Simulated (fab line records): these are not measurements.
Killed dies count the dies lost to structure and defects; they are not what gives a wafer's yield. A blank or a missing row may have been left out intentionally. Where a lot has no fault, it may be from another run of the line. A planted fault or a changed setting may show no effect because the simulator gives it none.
fab line records	flow n5_finfet
[record] lots = 24	wafers = 72	last_day = 17
route steps=1938 shown BEOL_M9@1449 BEOL_M10@1472
lots that met no fault: from a run of the same line without faults
start_h: the number of hours between the record's first day and the start of the first shown wafer of the lot	wait_h: hours elapsed since this lot's preceding step	" identical to the entry in the row above	L1.1+2: one row covering several wafers at once	- no value, or no start given	* or withheld: withheld	< > ~ a bound
route shown NAME@n: names a module that has steps shown in the file, with the first one's number in the route	usual: mean/standard deviation of fault-free wafers	same: alike in all rows	chamber/n: place in a boat	sites: readings site by site	_std_site: their standard deviation	_edge_site: mean of outer sites minus mean of inner sites	radius_mm: how far each site lies from the wafer's centre	mask NAME#n: copy n	behind: tool/chamber where the wafer was last shaped	hold: why the lot was held/for how many hours/how that ended	device: which transistor (n, p or np) failed to switch	end of line: at the end of the route, the tests of the same wafers	step lacking rows: just its recipe	killed: dies that structure and defects cost at the first sort, which is not the same as the wafer's yield	map: shows each die of a wafer: x if killed, . if not, _ if none is there
set.NAME: setting as actually run; set.NAME@STEP: the setting as run at that earlier step	model.NAME: the simulator's own value behind a step, which no gauge read
route steps across a sampled set of lots; one table per step, one row per wafer
services: when a tool's chamber went out of use (start_h, in hours from the record's first day, below 0 if earlier), for how many hours, and the reason
[[steps]]
[step N5_BEOL_M9_OCD_MEAS_38]
[usual] trench_depth_nm = 150/4.1
lot.wafer	tool	chamber	start_h	wait_h	trench_depth_nm
L074.1	ocd-02	-	203.62	-	152
L074.3	"	-	"	"	155
L074.5	"	-	"	"	148
L075.2	ocd-01	-	210.21	-	142
L075.4	"	-	"	"	150
L075.6	"	-	"	"	154
L076.2	ocd-01	-	214.81	-	154
L076.4	"	-	"	"	150
L076.6	"	-	"	"	145
L078.1	ocd-01	-	223.52	-	148
L078.4	"	-	"	"	151
L078.6	"	-	"	"	152
L077.1	ocd-01	-	224.02	-	154
L077.2	"	-	"	"	143
L077.6	"	-	"	"	153
L079.1	ocd-01	-	239.86	-	152
L079.2	"	-	"	"	153
L079.3	"	-	"	"	142
L080.1	ocd-02	-	243.02	-	152
L080.5	"	-	"	"	151
L080.6	"	-	"	"	143
L081.1	ocd-01	-	252.09	-	149
L081.5	"	-	"	"	152
L081.6	"	-	"	"	148
L083.1	ocd-01	-	265.49	-	149
L083.2	"	-	"	"	152
L083.5	"	-	"	"	147
L082.1	ocd-01	-	265.91	-	148
L082.3	"	-	"	"	149
L082.5	"	-	"	"	154
L085.1	ocd-01	-	269.30	-	154
L085.2	"	-	"	"	151
L085.6	"	-	"	"	148
L084.1	ocd-01	-	272.92	-	150
L084.3	"	-	"	"	151
L084.4	"	-	"	"	148
L086.1	ocd-01	-	286.17	-	150
L086.3	"	-	"	"	153
L086.5	"	-	"	"	153
L087.1	ocd-02	-	289.38	-	154
L087.2	"	-	"	"	152
L087.3	"	-	"	"	144
L088.3	ocd-02	-	289.72	-	150
L088.5	"	-	"	"	154
L088.6	"	-	"	"	156
L089.1	ocd-02	-	291.15	-	151
L089.2	"	-	"	"	156
L089.5	"	-	"	"	154
L090.2	ocd-02	-	304.84	-	143
L090.4	"	-	"	"	160
L090.6	"	-	"	"	143
L091.1	ocd-01	-	307.38	-	153
L091.2	"	-	"	"	151
L091.6	"	-	"	"	154
L092.1	ocd-02	-	313.49	-	160
L092.2	"	-	"	"	151
L092.3	"	-	"	"	142
L095.1	ocd-01	-	335.43	-	148
L095.3	"	-	"	"	148
L095.6	"	-	"	"	149
L093.1	ocd-02	-	335.47	-	152
L093.2	"	-	"	"	143
L093.3	"	-	"	"	159
L094.2	ocd-01	-	335.80	-	151
L094.3	"	-	"	"	149
L094.5	"	-	"	"	146
L096.2	ocd-02	-	348.66	-	143
L096.3	"	-	"	"	152
L096.6	"	-	"	"	152
L097.1	ocd-01	-	351.33	-	150
L097.3	"	-	"	"	156
L097.6	"	-	"	"	154
[step N5_BEOL_M9_CURE_72]
[recipe] temp_c = 370	time_s = 120	ambient = DMADMS/He	material = SiCOH_lowk
[usual] lamp_power_pct = 52.32/0.05	wafer_temp_C_max = 371.9/0.72
lot.wafer	tool	chamber	start_h	wait_h	lamp_power_pct	wafer_temp_C_max
L074.1	uv_cure-03	1	203.89	0.1	52.25	371.1
L074.3	"	1	"	"	52.26	371.4
L074.5	"	1	"	"	52.32	371.3
L075.2	uv_cure-02	2	210.46	0.1	52.23	372.3
L075.4	"	2	"	"	52.41	371.7
L075.6	"	2	"	"	52.46	371.1
L076.2	uv_cure-03	1	215.05	0.1	52.30	371.2
L076.4	"	1	"	"	52.30	370.8
L076.6	"	1	"	"	52.38	371.1
L078.1	uv_cure-03	2	223.71	0.0	52.33	372.5
L078.4	"	2	"	"	52.29	372.4
L078.6	"	2	"	"	52.30	371.9
L077.1	uv_cure-03	2	224.22	0.0	52.35	372.2
L077.2	"	2	"	"	52.36	372.1
L077.6	"	2	"	"	52.33	372.5
L079.1	uv_cure-02	2	240.05	0.0	52.22	371.3
L079.2	"	2	"	"	52.25	371.5
L079.3	"	2	"	"	52.32	371.6
L080.1	uv_cure-03	2	243.26	0.1	52.36	372.1
L080.5	"	2	"	"	52.27	372.6
L080.6	"	2	"	"	52.25	371.9
L081.1	uv_cure-01	2	252.28	0.0	52.31	372.7
L081.5	"	2	"	"	52.25	372.0
L081.6	"	2	"	"	52.42	373.0
L083.1	uv_cure-03	2	265.68	0.0	52.24	372.1
L083.2	"	2	"	"	52.29	371.7
L083.5	"	2	"	"	52.35	371.5
L082.1	uv_cure-03	1	266.11	0.0	52.30	371.2
L082.3	"	1	"	"	52.27	371.3
L082.5	"	1	"	"	52.37	371.6
L085.1	uv_cure-01	0	269.65	0.2	52.34	372.0
L085.2	"	0	"	"	52.33	371.6
L085.6	"	0	"	"	52.35	371.9
L084.1	uv_cure-01	1	273.11	0.0	52.22	372.0
L084.3	"	1	"	"	52.38	371.5
L084.4	"	1	"	"	52.34	371.7
L086.1	uv_cure-02	0	286.37	0.0	52.29	372.6
L086.3	"	0	"	"	52.36	372.6
L086.5	"	0	"	"	52.37	372.9
L087.1	uv_cure-02	0	289.58	0.0	52.36	373.2
L087.2	"	0	"	"	52.33	374.0
L087.3	"	0	"	"	52.36	372.5
L088.3	uv_cure-03	1	290.01	0.1	52.26	371.1
L088.5	"	1	"	"	52.29	370.6
L088.6	"	1	"	"	52.37	370.9
L089.1	uv_cure-03	0	291.35	0.0	52.30	372.1
L089.2	"	0	"	"	52.38	371.4
L089.5	"	0	"	"	52.36	371.3
L090.2	uv_cure-01	0	305.08	0.1	52.35	371.7
L090.4	"	0	"	"	52.25	371.9
L090.6	"	0	"	"	52.24	371.5
L091.1	uv_cure-03	0	307.58	0.0	52.32	371.8
L091.2	"	0	"	"	52.22	371.6
L091.6	"	0	"	"	52.30	371.7
L092.1	uv_cure-01	2	313.68	0.0	52.29	371.8
L092.2	"	2	"	"	52.31	372.2
L092.3	"	2	"	"	52.32	372.3
L095.1	uv_cure-02	0	335.62	0.0	52.28	372.6
L095.3	"	0	"	"	52.26	372.6
L095.6	"	0	"	"	52.38	373.2
L093.1	uv_cure-03	1	335.66	0.0	52.29	371.0
L093.2	"	1	"	"	52.31	370.8
L093.3	"	1	"	"	52.35	370.6
L094.2	uv_cure-02	2	336.05	0.1	52.29	372.0
L094.3	"	2	"	"	52.39	371.7
L094.5	"	2	"	"	52.30	371.5
L096.2	uv_cure-01	2	348.92	0.1	52.33	371.9
L096.3	"	2	"	"	52.35	372.9
L096.6	"	2	"	"	52.32	372.8
L097.1	uv_cure-01	0	351.54	0.1	52.24	371.1
L097.3	"	0	"	"	52.33	371.7
L097.6	"	0	"	"	52.29	372.0
[step N5_BEOL_M9_PRE_CLEAN_45]
[recipe] gas = H2/He	time_s = 30	temp_c = 250
[usual] heater_power_w = 333/31
lot.wafer	tool	chamber	start_h	wait_h	heater_power_w
L074.1	pvd_sputter-03	-	204.26	0.0	337
L074.3	"	-	"	"	291
L074.5	"	-	"	"	332
L075.2	pvd_sputter-02	-	211.07	0.0	318
L075.4	"	-	"	"	347
L075.6	"	-	"	"	280
L076.2	pvd_sputter-03	-	215.37	0.0	327
L076.4	"	-	"	"	322
L076.6	"	-	"	"	317
L078.1	pvd_sputter-01	-	224.17	0.0	303
L078.4	"	-	"	"	356
L078.6	"	-	"	"	356
L077.1	pvd_sputter-01	-	224.69	0.0	350
L077.2	"	-	"	"	346
L077.6	"	-	"	"	351
L079.1	pvd_sputter-01	-	240.45	0.0	297
L079.2	"	-	"	"	341
L079.3	"	-	"	"	363
L080.1	pvd_sputter-03	-	243.69	0.0	323
L080.5	"	-	"	"	315
L080.6	"	-	"	"	334
L081.1	pvd_sputter-03	-	252.65	0.0	335
L081.5	"	-	"	"	320
L081.6	"	-	"	"	343
L083.1	pvd_sputter-01	-	266.21	0.0	367
L083.2	"	-	"	"	344
L083.5	"	-	"	"	364
L082.1	pvd_sputter-03	-	266.72	0.0	324
L082.3	"	-	"	"	319
L082.5	"	-	"	"	295
L085.1	pvd_sputter-02	-	270.33	0.0	323
L085.2	"	-	"	"	342
L085.6	"	-	"	"	321
L084.1	pvd_sputter-02	-	273.96	0.0	278
L084.3	"	-	"	"	323
L084.4	"	-	"	"	402
L086.1	pvd_sputter-02	-	286.82	0.0	323
L086.3	"	-	"	"	278
L086.5	"	-	"	"	331
L087.1	pvd_sputter-01	-	290.06	0.0	361
L087.2	"	-	"	"	368
L087.3	"	-	"	"	306
L088.3	pvd_sputter-01	-	290.42	0.0	301
L088.5	"	-	"	"	352
L088.6	"	-	"	"	369
L089.1	pvd_sputter-02	-	291.71	0.0	317
L089.2	"	-	"	"	278
L089.5	"	-	"	"	392
L090.2	pvd_sputter-02	-	306.13	0.0	327
L090.4	"	-	"	"	346
L090.6	"	-	"	"	346
L091.1	pvd_sputter-01	-	310.01	0.0	350
L091.2	"	-	"	"	355
L091.6	"	-	"	"	304
L092.1	pvd_sputter-02	-	314.35	0.0	281
L092.2	"	-	"	"	334
L092.3	"	-	"	"	383
L095.1	pvd_sputter-03	-	336.03	0.0	324
L095.3	"	-	"	"	335
L095.6	"	-	"	"	300
L093.1	pvd_sputter-03	-	336.11	0.0	341
L093.2	"	-	"	"	298
L093.3	"	-	"	"	320
L094.2	pvd_sputter-03	-	336.55	0.0	292
L094.3	"	-	"	"	342
L094.5	"	-	"	"	292
L096.2	pvd_sputter-02	-	349.30	0.0	389
L096.3	"	-	"	"	277
L096.6	"	-	"	"	345
L097.1	pvd_sputter-01	-	351.94	0.0	351
L097.3	"	-	"	"	357
L097.6	"	-	"	"	356
[step N5_BEOL_M9_RS_MEAS_57]
[recipe] thk_meas_gauge = four-point-probe	reads = Cu_of_BEOL_M9_ECD_50+Co_of_BEOL_M9_CVD_78+TaN_of_BEOL_M9_ALD_74
[usual] M9_RS = 0.153/0.0053
lot.wafer	tool	chamber	start_h	wait_h	M9_RS[ohm/sq]
L074.1	film_metro-02	-	205.85	0.1	0.153
L074.3	"	-	"	"	0.146
L074.5	"	-	"	"	0.158
L075.2	film_metro-01	-	212.70	0.1	0.164
L075.4	"	-	"	"	0.153
L075.6	"	-	"	"	0.148
L076.2	film_metro-01	-	217.07	0.1	0.147
L076.4	"	-	"	"	0.153
L076.6	"	-	"	"	0.160
L078.1	film_metro-02	-	225.82	0.1	0.154
L078.4	"	-	"	"	0.151
L078.6	"	-	"	"	0.150
L077.1	film_metro-02	-	226.49	0.1	0.152
L077.2	"	-	"	"	0.159
L077.6	"	-	"	"	0.151
L079.1	film_metro-02	-	242.18	0.1	0.151
L079.2	"	-	"	"	0.149
L079.3	"	-	"	"	0.163
L080.1	film_metro-01	-	245.59	0.1	0.151
L080.5	"	-	"	"	0.152
L080.6	"	-	"	"	0.163
L081.1	film_metro-01	-	254.19	0.1	0.154
L081.5	"	-	"	"	0.155
L081.6	"	-	"	"	0.157
L083.1	film_metro-01	-	267.91	0.1	0.154
L083.2	"	-	"	"	0.150
L083.5	"	-	"	"	0.155
L082.1	film_metro-02	-	268.45	0.1	0.158
L082.3	"	-	"	"	0.154
L082.5	"	-	"	"	0.149
L085.1	film_metro-02	-	273.63	0.1	0.147
L085.2	"	-	"	"	0.150
L085.6	"	-	"	"	0.153
L084.1	film_metro-02	-	275.50	0.1	0.155
L084.3	"	-	"	"	0.152
L084.4	"	-	"	"	0.156
L086.1	film_metro-02	-	288.77	0.1	0.150
L086.3	"	-	"	"	0.150
L086.5	"	-	"	"	0.150
L087.1	film_metro-02	-	291.96	0.1	0.147
L087.2	"	-	"	"	0.150
L087.3	"	-	"	"	0.161
L088.3	film_metro-02	-	292.42	0.1	0.154
L088.5	"	-	"	"	0.150
L088.6	"	-	"	"	0.145
L089.1	film_metro-02	-	295.04	0.1	0.156
L089.2	"	-	"	"	0.145
L089.5	"	-	"	"	0.148
L090.2	film_metro-01	-	308.10	0.1	0.158
L090.4	"	-	"	"	0.140
L090.6	"	-	"	"	0.160
L091.1	film_metro-01	-	311.62	0.1	0.150
L091.2	"	-	"	"	0.150
L091.6	"	-	"	"	0.148
L092.1	film_metro-02	-	318.25	0.1	0.139
L092.2	"	-	"	"	0.152
L092.3	"	-	"	"	0.163
L095.1	film_metro-01	-	337.72	0.1	0.156
L095.3	"	-	"	"	0.155
L095.6	"	-	"	"	0.153
L093.1	film_metro-01	-	337.97	0.1	0.149
L093.2	"	-	"	"	0.163
L093.3	"	-	"	"	0.141
L094.2	film_metro-01	-	338.17	0.1	0.150
L094.3	"	-	"	"	0.157
L094.5	"	-	"	"	0.157
L096.2	film_metro-02	-	351.23	0.1	0.162
L096.3	"	-	"	"	0.150
L096.6	"	-	"	"	0.149
L097.1	film_metro-02	-	354.10	0.1	0.151
L097.3	"	-	"	"	0.146
L097.6	"	-	"	"	0.147
[step N5_BEOL_M10_THK_MEAS_01]
[recipe] reads = SiCOH_lowk_of_BEOL_M10_ILD_DEP_00
[usual] M10_ILD_THK = 265/3.3
lot.wafer	tool	chamber	start_h	wait_h	M10_ILD_THK[nm]
L074.1	film_metro-02	-	206.53	0.4	261
L074.3	"	-	"	"	264
L074.5	"	-	"	"	261
L075.2	film_metro-02	-	213.35	0.4	264
L075.4	"	-	"	"	269
L075.6	"	-	"	"	269
L076.2	film_metro-02	-	218.11	0.4	262
L076.4	"	-	"	"	271
L076.6	"	-	"	"	272
L078.1	film_metro-01	-	226.64	0.4	261
L078.4	"	-	"	"	269
L078.6	"	-	"	"	267
L077.1	film_metro-02	-	227.26	0.4	265
L077.2	"	-	"	"	267
L077.6	"	-	"	"	264
L079.1	film_metro-01	-	242.83	0.4	265
L079.2	"	-	"	"	264
L079.3	"	-	"	"	263
L080.1	film_metro-02	-	246.24	0.4	261
L080.5	"	-	"	"	267
L080.6	"	-	"	"	266
L081.1	film_metro-01	-	255.32	0.8	263
L081.5	"	-	"	"	268
L081.6	"	-	"	"	267
L083.1	film_metro-01	-	268.94	0.4	258
L083.2	"	-	"	"	259
L083.5	"	-	"	"	265
L082.1	film_metro-01	-	269.42	0.4	259
L082.3	"	-	"	"	261
L082.5	"	-	"	"	264
L085.1	film_metro-01	-	274.30	0.4	261
L085.2	"	-	"	"	259
L085.6	"	-	"	"	267
L084.1	film_metro-02	-	276.77	0.8	266
L084.3	"	-	"	"	263
L084.4	"	-	"	"	268
L086.1	film_metro-02	-	289.42	0.4	262
L086.3	"	-	"	"	262
L086.5	"	-	"	"	264
L087.1	film_metro-02	-	292.61	0.4	263
L087.2	"	-	"	"	267
L087.3	"	-	"	"	265
L088.3	film_metro-01	-	293.07	0.3	262
L088.5	"	-	"	"	268
L088.6	"	-	"	"	265
L089.1	film_metro-01	-	295.69	0.4	266
L089.2	"	-	"	"	264
L089.5	"	-	"	"	267
L090.2	film_metro-02	-	309.04	0.4	257
L090.4	"	-	"	"	267
L090.6	"	-	"	"	269
L091.1	film_metro-01	-	312.78	0.8	264
L091.2	"	-	"	"	266
L091.6	"	-	"	"	271
L092.1	film_metro-02	-	318.97	0.4	263
L092.2	"	-	"	"	266
L092.3	"	-	"	"	267
L095.1	film_metro-01	-	338.38	0.4	267
L095.3	"	-	"	"	270
L095.6	"	-	"	"	269
L093.1	film_metro-02	-	338.63	0.4	265
L093.2	"	-	"	"	265
L093.3	"	-	"	"	267
L094.2	film_metro-02	-	338.82	0.4	263
L094.3	"	-	"	"	264
L094.5	"	-	"	"	268
L096.2	film_metro-02	-	352.03	0.4	266
L096.3	"	-	"	"	259
L096.6	"	-	"	"	268
L097.1	film_metro-01	-	354.75	0.4	261
L097.3	"	-	"	"	264
L097.6	"	-	"	"	270
[step N5_BEOL_M10_ETCH_61]
[recipe] chemistry = CF4	target = SiARC	target_depth_a = 390	mask_material = CAR-ArF	time_s = 65	ion_energy_ev = 80	pressure_mtorr = 40	source_w = 545	bias_w = 36	Ar_flow_sccm = 100	cf4_flow_sccm = 100	ends = cleared
[usual] cf4_flow_sccm = 100.04/0.28	drypump_motor_current_A = 5.7/0.44	etch_rf_on_time_s = 64.5/2.5	oes_product_au = 0.69/0.076	rf_vpp_V = 184.4/1	showerhead_plenum_p_Torr = 2.17/0.058	throttle_valve_pct = 15.54/0.21
lot.wafer	tool	chamber	start_h	wait_h	cf4_flow_sccm	drypump_motor_current_A	etch_rf_on_time_s	oes_product_au	rf_hours_counter_h	rf_vpp_V	showerhead_plenum_p_Torr	throttle_valve_pct
L074.1	rie_diel-04	0	207.69	0.0	99.56	5.9	61.0	0.79	25	182.3	2.09	15.25
L074.3	"	1	"	"	100.06	5.1	64.0	0.60	242	185.3	2.20	16.02
L074.5	"	2	"	"	100.02	4.8	67.0	0.57	-	184.9	2.19	16.02
L075.2	rie_diel-06	2	215.65	0.0	100.31	6.1	62.2	0.66	180	186.3	2.21	15.23
L075.4	"	1	"	"	100.14	6.2	70.2	0.57	239	184.2	2.13	15.76
L075.6	"	3	"	"	100.27	5.8	62.4	0.63	-	183.6	2.14	15.90
L076.2	rie_diel-06	0	220.84	0.0	100.04	5.7	68.4	0.63	145	185.0	2.15	15.48
L076.4	"	2	"	"	99.77	6.1	62.1	0.64	182	184.7	2.21	15.23
L076.6	"	0	"	"	99.81	5.7	69.2	0.62	-	185.1	2.15	15.50
L078.1	rie_diel-04	0	228.29	0.0	100.26	5.9	61.3	0.79	33	185.4	2.09	15.26
L078.4	"	1	"	"	99.90	5.1	64.2	0.59	-	183.2	2.19	16.06
L078.6	"	3	"	"	100.01	5.4	64.0	0.78	-	184.6	2.10	15.35
L077.1	rie_diel-04	0	228.54	0.0	99.78	5.9	61.3	0.78	33	183.0	2.09	15.26
L077.2	"	3	"	"	100.27	5.4	64.0	0.78	22	183.4	2.10	15.35
L077.6	"	0	"	"	100.11	5.9	61.3	0.78	-	183.8	2.09	15.28
L079.1	rie_diel-05	0	244.09	0.0	99.96	6.1	64.4	0.63	215	185.0	2.21	15.59
L079.2	"	1	"	"	100.01	5.2	63.7	0.82	16	183.0	2.20	15.44
L079.3	"	2	"	"	100.24	6.4	63.0	0.69	121	183.8	2.25	15.64
L080.1	rie_diel-06	2	250.60	0.0	99.82	6.1	63.8	0.63	191	185.5	2.20	15.27
L080.5	"	0	"	"	99.91	5.7	69.7	0.62	-	183.0	2.15	15.52
L080.6	"	1	"	"	100.37	6.1	70.7	0.56	-	184.2	2.12	15.77
L081.1	rie_diel-05	3	259.24	0.0	99.55	5.6	63.7	0.74	39	185.5	2.26	15.38
L081.5	"	0	"	"	100.69	6.1	64.2	0.63	-	185.5	2.21	15.63
L081.6	"	3	"	"	99.96	5.6	63.8	0.75	-	185.3	2.26	15.39
L083.1	rie_diel-06	0	270.65	0.0	99.91	5.7	68.1	0.62	165	184.3	2.15	15.53
L083.2	"	3	"	"	100.25	5.8	61.3	0.63	220	182.6	2.13	15.92
L083.5	"	0	"	"	99.91	5.7	68.1	0.62	-	183.5	2.15	15.53
L082.1	rie_diel-05	3	270.82	0.0	100.14	5.6	64.1	0.74	42	183.9	2.26	15.41
L082.3	"	2	"	"	100.00	6.3	63.1	0.68	129	184.5	2.25	15.63
L082.5	"	1	"	"	99.40	5.2	63.8	0.80	-	185.2	2.19	15.45
L085.1	rie_diel-05	3	275.02	0.0	100.37	5.6	64.1	0.74	44	186.0	2.26	15.40
L085.2	"	2	"	"	99.82	6.3	62.6	0.68	130	185.9	2.25	15.64
L085.6	"	3	"	"	100.10	5.6	63.7	0.74	-	184.1	2.26	15.41
L084.1	rie_diel-04	3	279.90	0.0	100.34	5.4	65.6	0.73	42	184.5	2.09	15.39
L084.3	"	0	"	"	100.09	5.9	61.1	0.76	54	182.1	2.08	15.31
L084.4	"	1	"	"	100.50	5.1	61.7	0.84	9	183.3	2.19	15.61
L086.1	rie_diel-05	2	290.82	0.0	99.97	6.3	63.0	0.68	136	185.9	2.25	15.66
L086.3	"	0	"	"	100.05	6.1	65.7	0.61	231	183.1	2.21	15.63
L086.5	"	2	"	"	99.96	6.3	62.6	0.68	-	186.2	2.25	15.64
L087.1	rie_diel-04	0	295.09	0.0	99.66	5.9	61.1	0.75	62	183.6	2.08	15.33
L087.2	"	3	"	"	100.18	5.4	66.1	0.73	48	183.4	2.09	15.41
L087.3	"	1	"	"	100.15	5.1	62.0	0.82	16	185.6	2.19	15.62
L088.3	rie_diel-06	3	295.37	0.0	100.35	5.8	62.4	0.62	231	184.7	2.13	15.95
L088.5	"	2	"	"	100.67	6.0	63.2	0.62	-	185.6	2.20	15.32
L088.6	"	1	"	"	99.90	6.2	68.4	0.81	-	183.7	2.12	15.30
L089.1	rie_diel-05	1	296.88	0.0	100.36	5.2	63.7	0.79	34	184.0	2.19	15.47
L089.2	"	2	"	"	99.74	6.3	63.5	0.67	139	184.2	2.25	15.66
L089.5	"	2	"	"	100.15	6.3	62.9	0.68	-	185.3	2.25	15.67
L090.2	rie_diel-05	3	311.25	0.0	99.70	5.6	63.8	0.73	59	184.9	2.25	15.43
L090.4	"	1	"	"	99.50	5.2	64.3	0.78	39	184.4	2.19	15.49
L090.6	"	1	"	"	99.76	5.2	64.4	0.78	-	185.8	2.19	15.52
L091.1	rie_diel-05	3	314.75	0.0	99.55	5.6	62.7	0.73	60	184.8	2.25	15.44
L091.2	"	2	"	"	100.01	6.3	62.3	0.68	146	184.8	2.25	15.67
L091.6	"	1	"	"	100.37	5.1	62.9	0.78	-	184.8	2.19	15.50
L092.1	rie_diel-04	1	319.83	0.0	99.64	5.1	61.7	0.80	24	184.3	2.18	15.64
L092.2	"	0	"	"	100.41	5.9	61.8	0.74	70	184.1	2.07	15.34
L092.3	"	2	"	"	100.30	4.8	67.7	0.75	30	185.2	2.18	15.54
L095.1	rie_diel-06	0	341.38	0.0	100.12	5.7	69.4	0.60	189	182.5	2.14	15.58
L095.3	"	2	"	"	99.97	6.1	63.7	0.62	226	185.0	2.19	15.35
L095.6	"	1	"	"	99.71	6.1	68.8	0.77	-	183.8	2.11	15.32
L093.1	rie_diel-05	3	341.60	0.0	100.30	5.6	63.6	0.71	71	185.4	2.25	15.45
L093.2	"	2	"	"	100.21	6.4	61.7	0.67	153	185.5	2.24	15.69
L093.3	"	1	"	"	100.19	5.1	62.3	0.77	51	185.7	2.18	15.51
L094.2	rie_diel-06	1	341.76	0.0	99.89	6.1	67.7	0.77	22	182.5	2.11	15.31
L094.3	"	0	"	"	100.04	5.7	68.0	0.61	189	183.7	2.14	15.58
L094.5	"	3	"	"	100.47	5.7	62.9	0.60	-	183.9	2.12	15.97
L096.2	rie_diel-04	3	352.66	0.0	100.16	5.4	65.9	0.71	67	184.6	2.08	15.44
L096.3	"	2	"	"	100.27	4.8	67.8	0.74	41	185.0	2.18	15.57
L096.6	"	2	"	"	100.38	4.8	67.9	0.74	-	184.0	2.18	15.55
L097.1	rie_diel-04	2	356.92	0.0	99.97	4.8	68.8	0.72	43	185.4	2.18	15.57
L097.3	"	0	"	"	99.85	5.9	62.7	0.72	84	183.0	2.07	15.38
L097.6	"	2	"	"	99.63	4.8	68.4	0.73	-	184.6	2.18	15.57
[[services]]
tool	chamber	start_h	hours	kind
uv_cure-01	-	197.32	2.1	pm
rie_diel-06	0	207.22	4.4	repair
rie_diel-04	2	217.90	5.7	repair
rie_diel-04	2	223.62	-	clean
rie_diel-04	2	223.62	-	consumable_replace:focus_ring
rie_diel-04	2	223.62	14.5	scheduled_down
rie_diel-04	2	223.62	14.5	vent_cycle
rie_diel-05	0	230.90	5.1	repair
rie_diel-04	1	238.23	-	clean
uv_cure-03	-	243.66	1.0	pm
rie_diel-06	3	245.02	16.7	repair
pvd_sputter-01	-	252.79	1.5	repair
uv_cure-02	-	277.68	1.0	pm
rie_diel-06	2	302.78	3.3	repair
rie_diel-04	3	307.04	5.2	repair
uv_cure-03	-	309.70	7.1	pm
rie_diel-04	1	324.53	5.2	repair
rie_diel-05	2	336.31	4.8	repair
rie_diel-05	0	341.11	-	clean
rie_diel-05	0	341.11	-	consumable_replace:focus_ring
rie_diel-05	0	341.11	30.5	scheduled_down
rie_diel-05	0	341.11	30.5	vent_cycle
uv_cure-02	-	347.89	2.8	pm
uv_cure-03	-	350.33	3.2	repair
[[key]]
fault none
